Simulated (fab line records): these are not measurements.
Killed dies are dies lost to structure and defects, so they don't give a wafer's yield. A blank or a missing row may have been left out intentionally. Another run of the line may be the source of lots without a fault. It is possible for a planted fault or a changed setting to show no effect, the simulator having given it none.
fab line records | flow n5_finfet
record: lots: 12 wafers: 36 last_day: 19
route steps=1938 shown MOL_CONTACT_COAG@558 BEOL_M15@1812 MIM_TOP@1834 PASSIVATION@1936
lots untouched by any fault: they come from a run of this same line in which no faults occurred
start_h: start of the lot's first displayed wafer, in hours after the record's first day | wait_h: hours elapsed since this lot's preceding step | " same as the row above | L1.1+2: a single row standing in for several wafers | - no value, or no start given | * or withheld: withheld | < > ~ a bound
route shown NAME@n: names a module that has steps shown in the file, with the first one's number in the route | usual: mean/standard deviation of fault-free wafers | same: alike in all rows | chamber/n: place in a boat | sites: readings site by site | _std_site: how widely they spread, as a standard deviation | _edge_site: mean of outer sites minus mean of inner sites | radius_mm: how far each site lies from the wafer's centre | mask NAME#n: copy n | behind: the last tool/chamber to shape the wafer | hold: reason for holding the lot/hours on hold/outcome of the hold | device: whichever transistor did not switch (one of n, p or np) | end of line: tests of these same wafers at the route's end | a step with no rows: only its recipe | killed: count of dies lost to structure and defects at first sort (not the wafer's yield) | map: dies across one wafer; x = killed, . = not, _ = none there
set.NAME: the setting the step ran with; set.NAME@STEP: the setting that earlier step ran with | model.NAME: the simulator's own value behind a step, which no gauge read
route steps across a sampled set of lots; one table per step, one row per wafer
services: when a tool's chamber went out of use (start_h, in hours from the record's first day, below 0 if earlier), for how many hours, and the reason
== steps ==
step: N5_MOL_CONTACT_COAG_WET_ETCH_116
recipe: chemistry: SC1-inhibited target_depth_nm: 4.6 dry: ipa_marangoni rinse_time_s: 30 rinse_temp_c: 23
columns lot.wafer tool chamber start_h wait_h
L964.2+5+6 wet_bench-05 2,7,3 101.66 0.0
L965.2+4+5 wet_bench-02 6,7,0 101.80 0.0
L966.2+4+6 wet_bench-02 5,6,2 109.38 0.0
L967.2+3+6 wet_bench-02 0,4,1 112.58 0.0
L968.1+2+6 wet_bench-06 2,1,7 119.06 0.0
L973.2+3+4 wet_bench-06 4,5,7 147.79 0.0
L974.1+4+5 wet_bench-06 3,2,6 155.76 0.0
L979.1+5+6 wet_bench-05 1,3,5 184.98 0.0
L982.1+3+5 wet_bench-05 4,1,7 202.30 0.0
L983.3+4+6 wet_bench-02 4,1,5 206.95 0.0
L985.1+4+5 wet_bench-06 3,2,1 224.96 0.0
L986.2+3+6 wet_bench-05 5,1,4 227.22 0.0
step: N5_BEOL_M15_STRIP_62
recipe: chemistry: O2 power_w: 600 temp_c: 60 pressure_mtorr: 30 rf_frequency_hz: 6e+07 bias_power_w: 0 overash_fraction: 0.3 o2_flow_sccm: 225
usual: drypump_motor_current_A: 5.8/0.48 oes_product_au: 0.76/0.069 rf_vpp_V: 3.6/0.47 showerhead_plenum_p_Torr: 2.10/0.065 temp_c: 59.99/0.13 throttle_valve_pct: 16.75/0.25
columns lot.wafer tool chamber start_h wait_h drypump_motor_current_A oes_product_au rf_hours_counter_h rf_vpp_V showerhead_plenum_p_Torr temp_c throttle_valve_pct
L965.2 rie_diel-01 3 - - 6.3 0.82 77 3.4 2.04 59.99 16.42
L965.4 " 2 " " 5.8 0.75 137 3.3 2.20 59.75 16.85
L965.5 " 0 " " 6.0 0.69 - 3.2 2.10 59.95 17.06
L964.2 rie_diel-06 0 - - 6.6 0.85 69 3.8 2.12 60.02 16.13
L964.5 " 2 " " 6.0 0.72 - 4.4 2.15 60.31 16.63
L964.6 " 1 " " 5.2 0.86 - 2.9 2.13 59.91 16.75
L968.1 rie_diel-03 0 - - 5.5 0.87 45 4.2 2.13 59.90 16.55
L968.2 " 3 " " 4.7 0.75 163 4.0 2.01 60.02 16.79
L968.6 " 2 " " 5.1 0.77 - 3.0 2.13 59.97 16.75
L967.2 rie_diel-06 2 - - 6.0 0.72 194 4.1 2.15 59.96 16.62
L967.3 " 3 " " 6.0 0.72 184 3.3 2.10 59.99 16.74
L967.6 " 0 " " 6.6 0.86 - 4.2 2.12 60.05 16.12
L966.2 rie_diel-03 2 - - 5.1 0.76 123 4.8 2.13 60.12 16.76
L966.4 " 1 " " 5.0 0.80 131 3.8 2.02 59.85 16.93
L966.6 " 2 " " 5.1 0.76 - 3.8 2.13 60.14 16.75
L973.2 rie_diel-01 2 - - 5.8 0.74 155 4.3 2.20 60.05 16.86
L973.3 " 3 " " 6.2 0.80 95 4.4 2.04 60.13 16.46
L973.4 " 0 " " 6.1 0.68 226 3.0 2.09 59.95 17.08
L974.1 rie_diel-03 2 - - 5.1 0.74 136 3.6 2.12 60.16 16.78
L974.4 " 1 " " 5.0 0.78 145 3.9 2.01 60.07 16.97
L974.5 " 0 " " 5.5 0.84 - 3.4 2.12 60.19 16.57
L983.3 rie_diel-01 0 - - 6.0 0.66 244 3.9 2.09 60.01 17.11
L983.4 " 0 " " 6.0 0.66 - 3.8 2.09 60.17 17.12
L983.6 " 3 " " 6.2 0.79 - 3.9 2.03 60.00 16.50
L979.1 rie_diel-01 2 - - 5.9 0.72 173 3.8 2.19 60.14 16.92
L979.5 " 2 " " 5.9 0.72 - 4.2 2.19 60.27 16.93
L979.6 " 3 " " 6.2 0.78 - 4.1 2.03 60.18 16.50
L982.1 rie_diel-06 1 - - 5.1 0.80 86 4.3 2.12 60.11 16.83
L982.3 " 3 " " 6.0 0.69 216 3.2 2.09 60.01 16.78
L982.5 " 2 " " 6.0 0.69 - 3.7 2.14 60.11 16.70
L985.1 rie_diel-01 2 - - 5.9 0.71 190 2.8 2.18 59.93 16.93
L985.4 " 2 " " 5.9 0.71 - 3.8 2.18 60.12 16.94
L985.5 " 1 " " 5.8 0.97 - 3.9 2.25 59.88 16.51
L986.2 rie_diel-03 0 - - 5.5 0.84 68 3.8 2.12 60.15 16.58
L986.3 " 3 " " 4.7 0.73 184 3.4 2.01 60.06 16.83
L986.6 " 0 " " 5.5 0.84 - 3.1 2.12 59.99 16.58
step: N5_MIM_TOP_ALD_00
recipe: material: Al2O3 target_thk_a: * temp_c: withheld ald_precursor_family: TMA ald_co_reactant: O3 pulse_time_s: withheld purge_time_s: 3 co_reactant_purge_time_s: withheld co_reactant_pulse_time_s: 3 ald_cycles: withheld
usual: precursor_pulse_height_rel: 1.003/0.018
columns lot.wafer tool chamber start_h wait_h precursor_pulse_height_rel
L965.2 ald_hk-01 0 300.13 0.1 1.009
L965.4 " 1 " " 0.986
L965.5 " 1 " " 1.017
L964.2 ald_hk-03 3 305.84 0.1 1.005
L964.5 " 2 " " 1.010
L964.6 " 1 " " 0.984
L968.1 ald_hk-03 0 310.46 0.1 1.010
L968.2 " 1 " " 1.014
L968.6 " 2 " " 1.004
L967.2 ald_hk-02 0 311.94 0.1 0.996
L967.3 " 2 " " 1.003
L967.6 " 0 " " 1.016
L966.2 ald_hk-03 1 321.15 0.1 1.008
L966.4 " 2 " " 0.967
L966.6 " 3 " " 1.015
L973.2 ald_hk-03 1 363.99 0.1 0.984
L973.3 " 3 " " 1.005
L973.4 " 2 " " 1.013
L974.1 ald_hk-02 3 373.68 0.1 1.023
L974.4 " 1 " " 0.982
L974.5 " 2 " " 1.001
L983.3 ald_hk-01 1 405.34 0.1 0.976
L983.4 " 3 " " 1.021
L983.6 " 1 " " 1.016
L979.1 ald_hk-03 2 405.36 0.1 0.991
L979.5 " 0 " " 0.986
L979.6 " 3 " " 1.011
L982.1 ald_hk-01 3 415.82 0.1 1.002
L982.3 " 2 " " 0.966
L982.5 " 3 " " 1.018
L985.1 ald_hk-03 1 431.03 0.1 0.964
L985.4 " 2 " " 1.017
L985.5 " 0 " " 1.035
L986.2 ald_hk-02 1 433.95 0.1 0.996
L986.3 " 2 " " 0.976
L986.6 " 1 " " 0.991
step: N5_PASSIVATION_PROBE_49
usual: defect_limited_yield: 91.6/1.4 killed_at_M0_to_M3: 35/10 killed_at_M4_up: 13/4.8 killed_at_contacts: 12/7.2 killed_at_front_end: 36/12 killed_at_other: 4/3.1 killed_dies: 100/17 killed_open: 66/13 killed_short: 32/7.3 sort_bin_4_leakage: 0.00/0.0099 sort_bin_5_function: 5.0/0.94 sort_bin_6_memory: 3.1/0.67 sort_bin_8_speed: 0.01/0.047 sort_n_pass: 1080/17 sort_yield_pct: 91.6/1.4
same: gross_dies: 1180 killed_at_back_side: 0
columns lot.wafer tool chamber start_h wait_h defect_limited_yield[%] killed_at_M0_to_M3 killed_at_M4_up killed_at_contacts killed_at_front_end killed_at_other killed_dies killed_open killed_short sort_bin_4_leakage[%] sort_bin_5_function[%] sort_bin_6_memory[%] sort_bin_8_speed[%] sort_n_pass sort_yield_pct[%]
L973.2 prober-02 - 375.75 0.1 88.5 26 9 84 16 1 136 46 16 0 7.1 2.9 0 1044 88.5
L973.3 prober-02 - 375.80 0.1 87.4 18 4 111 13 3 149 35 12 0 8.7 2.6 0 1031 87.4
L973.4 prober-02 - 375.85 0.2 87.9 31 10 83 19 0 143 53 21 0 7.5 3.6 0 1037 87.9
L974.1 prober-01 - 389.60 0.0 84.4 34 5 102 39 4 184 56 38 0 9.6 4.6 0 996 84.4
L974.4 prober-01 - 389.75 0.2 82.5 31 7 112 50 6 206 67 35 0 11.0 4.5 0 974 82.5
L974.5 prober-01 - 389.80 0.2 85.0 27 23 100 26 1 177 61 28 0 10.5 3.4 0.17 1001 84.8
killed by level:class
L973.2 MOL_CONTACT_COAG:unspecified=74 MOL_CONTACT_COAG:geometric_particle:open=8 BEOL_M1:geometric_particle:open=8 BEOL_M3:geometric_particle:open=8 STI_FIN_REVEAL:geometric_particle:open=5 ILD0:geometric_particle:short=3 BEOL_M0_SAQP:geometric_particle:short=3 BEOL_M2:geometric_particle:open=3
L973.3 MOL_CONTACT_COAG:unspecified=102 MOL_CONTACT_COAG:geometric_particle:open=6 BEOL_M1:geometric_particle:open=6 BEOL_M0_SAQP:geometric_particle:open=4 BEOL_M2:geometric_particle:open=4 SPACER0:geometric_particle:open=3 MOL_CONTACT_COAG:geometric_particle:short=3 FIN_SAQP:geometric_particle:open=2
L973.4 MOL_CONTACT_COAG:unspecified=69 MOL_CONTACT_COAG:geometric_particle:open=12 BEOL_M2:geometric_particle:open=8 BEOL_M0:geometric_particle:open=5 BEOL_M1:geometric_particle:open=5 FIN_SAQP:geometric_particle:short=4 DUMMY_GATE:geometric_particle:open=4 BEOL_M0_SAQP:geometric_particle:open=4
L974.1 MOL_CONTACT_COAG:unspecified=90 BEOL_M0_SAQP:geometric_particle:open=9 FIN_SAQP:geometric_particle:short=8 BEOL_M0_SAQP:geometric_particle:short=8 FIN_SAQP:geometric_particle:open=7 STI_FIN_REVEAL:geometric_particle:open=7 MOL_CONTACT_COAG:geometric_particle:open=7 BEOL_M1:geometric_particle:open=7
L974.4 MOL_CONTACT_COAG:unspecified=104 STI_FIN_REVEAL:geometric_particle:open=16 BEOL_M1:geometric_particle:open=9 DUMMY_GATE:geometric_particle:open=8 MOL_CONTACT_COAG:geometric_particle:open=8 BEOL_M0_SAQP:geometric_particle:short=7 FIN_SAQP:geometric_particle:short=5 FIN_SAQP:geometric_particle:open=5
L974.5 MOL_CONTACT_COAG:unspecified=88 BEOL_M1:geometric_particle:open=10 MOL_CONTACT_COAG:geometric_particle:open=9 BEOL_M4:geometric_particle:open=8 DUMMY_GATE:geometric_particle:open=6 FIN_SAQP:geometric_particle:open=5 BEOL_M2:geometric_particle:open=5 FIN_SAQP:geometric_particle:short=4
== services ==
columns tool chamber start_h hours kind
rie_diel-01 0 99.20 8.2 repair
rie_diel-01 1 103.86 16.6 repair
wet_bench-06 - 132.10 3.9 repair
rie_diel-03 - 143.10 1.2 repair
rie_diel-06 1 151.90 8.1 repair
rie_diel-01 - 164.46 0.3 repair
rie_diel-06 3 170.12 4.2 repair
rie_diel-06 2 224.10 3.8 repair
ald_hk-03 - 227.02 0.5 repair
rie_diel-03 2 257.70 2.6 repair
ald_hk-03 - 258.08 28.1 pm
wet_bench-05 - 275.61 3.8 repair
rie_diel-03 - 281.46 14.6 pm
wet_bench-05 - 291.62 2.6 repair
ald_hk-01 - 308.60 4.3 pm
rie_diel-03 0 348.81 7.2 repair
ald_hk-01 - 371.94 2.8 pm
rie_diel-01 1 381.93 - clean
rie_diel-01 1 381.93 - consumable_replace:focus_ring
rie_diel-01 1 381.93 - consumable_replace:showerhead
wet_bench-06 - 386.20 4.4 pm
rie_diel-06 3 390.17 4.9 repair
ald_hk-02 - 396.20 14.6 pm
rie_diel-01 0 412.31 8.5 repair
== key ==
first_sign: step: N5_PASSIVATION_PROBE_49 reading: killed_at_contacts direction: up sigmas: 12 usual: 12 struck: 99
effect: step: N5_PASSIVATION_PROBE_49 reading: killed_dies direction: up sigmas: 4 usual: 100 struck: 166
more_kills_born_at: N5_MOL_CONTACT_COAG_WET_ETCH_116@wet_bench-06: 527
met_at N5_MOL_CONTACT_COAG_WET_ETCH_116
struck_lots L973,L974
not_acting_at N5_BEOL_M15_STRIP_62,N5_MIM_TOP_ALD_00
onset_between 119.06 147.79
fault: kind: chamber_particle_source tool: wet_bench-06 chamber: - onset_h: 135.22 steps: N5_MOL_CONTACT_COAG_WET_ETCH_116 rate_per_visit_cm2: 0.48 end_h: 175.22
